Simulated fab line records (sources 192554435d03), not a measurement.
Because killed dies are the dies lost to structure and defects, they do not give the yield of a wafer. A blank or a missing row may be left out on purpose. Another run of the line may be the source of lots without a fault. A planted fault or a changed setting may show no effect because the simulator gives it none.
2 desks, one fault -- flow n5Finfet -- only its own numbers are on each desk; what lay behind them is given at the end

DESK OF THE TOOL OWNER: epiRpcvd-01
The tool's own readings at N5_SD_EPI_N_EPI_21 (deposits Si:P, time 690 s): means of the sampled wafers that have a number, for each lot that ran on this tool. A lot is out of limits, marked OUT, if its mean lies more than 4 standard deviations from the usual mean; the brackets give that distance.
Columns: A = chamberPressureTorr at N5_SD_EPI_N_EPI_21, usual 255.0 Torr
lot,first seen here,A
L717,day 4 19:32,255.0
L720,day 5 10:19,255.0
L729,day 7 15:08,364.4 (+99 or more) OUT
L730,day 7 22:47,364.6 (+99 or more) OUT
This desk's finding: out of limits on L729, L730; first on L729, day 7 15:08 (chamberPressureTorr at N5_SD_EPI_N_EPI_21). L717, L720 stayed within limits.

METROLOGY DESK
Means of the sampled wafers that have a number, per lot and without regard to the tool the lot ran on: this is what the gauges read. A lot is out of limits, marked OUT, if its mean lies more than 4 standard deviations from the usual mean; the brackets give that distance. Shown are 7 of the 14 readings it has, namely the first that went out of limits plus those furthest out on some lot.
Columns: A = thkNm at N5_SD_EPI_N_EPI_MEAS_23, usual 59.1 nm; B = RS_SD_N at N5_SD_ACTIVATION_RS_MEAS_03, usual 21.8 ohm/sq; C = RS_SD_P at N5_SD_ACTIVATION_RS_MEAS_03, usual 56.2 ohm/sq; D = IOFF_P at N5_BEOL_M4_RC_MEAS_101, usual 0.20 nA/um; E = ION_N at N5_BEOL_M4_RC_MEAS_101, usual 672 uA/um; F = RS_SD_N at N5_BEOL_M4_RC_MEAS_101, usual 28.3 ohm/sq; G = VT_N at N5_BEOL_M4_RC_MEAS_101, usual 250.4 mV
lot,first seen here,A,B,C,D,E,F,G
L714,day 4 01:27,60.8,21.6,57.5,0.27,694,28.0,246.5
L717,day 4 20:58,59.9,21.4,56.5,0.18,678,28.0,250.0
L718,day 5 04:22,59.1,21.8,55.3,0.23,670,28.2,248.9
L720,day 5 12:36,57.8,22.5,55.5,0.21,675,28.9,250.4
L729,day 7 16:51,68.6 (+7.3) OUT,18.4 (-10) OUT,56.3,0.25,691,23.6 (-10) OUT,244.5
L730,day 8 00:13,67.7 (+6.6) OUT,18.3 (-10) OUT,54.4,0.20,681,23.7 (-10) OUT,246.8
L732,day 8 19:26,57.0,22.7,56.6,0.18,668,29.4,253.0
L734,day 9 07:04,60.0,21.9,56.8,0.22,669,28.2,249.6
This desk's finding: out of limits on L729, L730; first on L729, day 7 16:51 (thkNm at N5_SD_EPI_N_EPI_MEAS_23). L714, L717, L718, L720, L732, L734 stayed within limits.

TAKEN TOGETHER
On L729, L730, at day 7 15:08, an alarm was possible from the tool owner's desk.
On L729, L730, the metrology desk was in a position to raise an alarm at day 7 16:51.
All the named lots went through N5_SD_EPI_N_EPI_21 on epiRpcvd-01.

WHAT THE SIMULATOR HAD INSERTED
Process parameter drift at N5_SD_EPI_N_EPI_21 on epiRpcvd-01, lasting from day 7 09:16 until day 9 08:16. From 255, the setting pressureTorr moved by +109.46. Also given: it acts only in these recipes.
Lots struck among those shown: L729, L730.
Delay (hours) between the fault's onset and each desk's first out-of-limits reading: 6 at the tool owner's desk, 8 at the metrology desk.
